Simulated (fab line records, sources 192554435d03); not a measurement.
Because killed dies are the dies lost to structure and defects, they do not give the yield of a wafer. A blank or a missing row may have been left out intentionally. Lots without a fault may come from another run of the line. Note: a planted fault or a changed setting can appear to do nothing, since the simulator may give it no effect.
Chamber matching ; flow n5Finfet ; N5_BEOL_M6_STRIP_36 on rieDiel-06 has 4 sister chambers
The step strips in N2/H2. 8 wafers are shown with their chamber, then 11 later ones without.

== WAFERS WITH THEIR CHAMBER ==
wafer;chamber;drypumpMotorCurrentA (A);throttleValvePct (%)
L083.3;3;4.9;23.3
L084.6;1;5.6;23.6
L085.6;1;5.5;23.6
L086.5;0;5.2;22.7
L087.1;2;5.6;23.4
L087.2;3;4.9;23.1
L087.5;2;5.6;23.4
L089.2;0;5.2;22.7

== WAFERS WITHOUT THEIR CHAMBER ==
wafer;drypumpMotorCurrentA (A);throttleValvePct (%)
L089.3;4.9;23.1
L089.5;5.2;22.7
L094.1;5.6;23.7
L094.2;5.6;23.4
L094.6;4.9;23.1
L096.1;4.9;23.1
L096.2;5.6;23.4
L096.4;5.2;22.7
L097.1;5.6;23.4
L097.2;4.9;23.1
L097.4;5.2;22.7

== EACH ONE'S CHAMBER ==
wafer;from the rows above;in truth
L089.3;3;3
L089.5;0;0
L094.1;1;1
L094.2;2;2
L094.6;3;3
L096.1;3;3
L096.2;2;2
L096.4;0;0
L097.1;2;2
L097.2;3;3
L097.4;0;0
11 of 11 placed correctly. Number that these rows cannot place: 0. Placed wrongly: 0.
How it was worked out, from the rows above alone: a wafer's distance from a chamber is the root of the sum, over the readings, of the square of ((its reading less the chamber's mean) divided by the reading's scatter). The wafer belongs to the nearest chamber; if the next one is less than 2 further off, it can't be placed. A chamber's mean is the mean of its shown wafers. The scatter: the root of (the sum of the squares of (reading less its chamber's mean) over the shown wafers, divided by (wafers less chambers)).
